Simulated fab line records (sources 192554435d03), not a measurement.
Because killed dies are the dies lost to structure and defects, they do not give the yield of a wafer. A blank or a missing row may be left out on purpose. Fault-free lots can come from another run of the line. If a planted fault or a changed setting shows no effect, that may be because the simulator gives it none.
Matching of chambers ; flow n5 finfet ; ald sin-01 running N5_GATE_CUT_SAC_CAP_01: 4 sister chambers
The step material SiNx, target thk 24 nm, pulse time 1 s, ald cycles 480. 8 wafers are shown with their chamber, then 7 later ones without.

== WAFERS, EACH WITH ITS CHAMBER ==
wafer;chamber;heater power w (W);precursor pulse height rel
L085.2;3;814;1.006
L085.4;2;831;0.985
L085.6;3;806;1.047
L087.3;2;851;0.985
L087.4;1;798;0.972
L087.5;0;776;0.986
L092.2;1;759;0.988
L092.3;0;774;1.036

== WAFERS WITH NO CHAMBER GIVEN ==
wafer;heater power w (W);precursor pulse height rel
L092.5;759;0.996
L095.1;787;0.990
L095.3;863;0.997
L095.4;817;0.982
L096.1;860;1.017
L096.3;773;0.983
L096.4;796;0.996

== WHICH CHAMBER EACH ONE RAN IN ==
wafer;from the rows above;in truth
L092.5;can't be placed: 0 or 1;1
L095.1;can't be placed: 1 or 0 or 3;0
L095.3;2;2
L095.4;can't be placed: 2 or 3 or 1 or 0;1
L096.1;can't be placed: 2 or 3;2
L096.3;can't be placed: 1 or 0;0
L096.4;can't be placed: 1 or 0 or 3 or 2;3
Placed correctly: 1 of 7. Cannot be placed on the basis of these rows: 6; the candidates contain the true chamber in 6. Placed wrongly: 0.
How it was worked out, from the rows above alone: a wafer's distance from a chamber is the root of the sum, over the readings, of the square of ((its reading less the chamber's mean) divided by the reading's scatter). If the next closest chamber is less than 2 further off than the closest, the wafer can't be placed; otherwise it belongs to the closest. Each chamber's mean is taken over the wafers shown for it. The scatter is the square root of a quotient: the sum, over the shown wafers, of each reading's squared deviation from its chamber's mean, divided by wafers minus chambers.
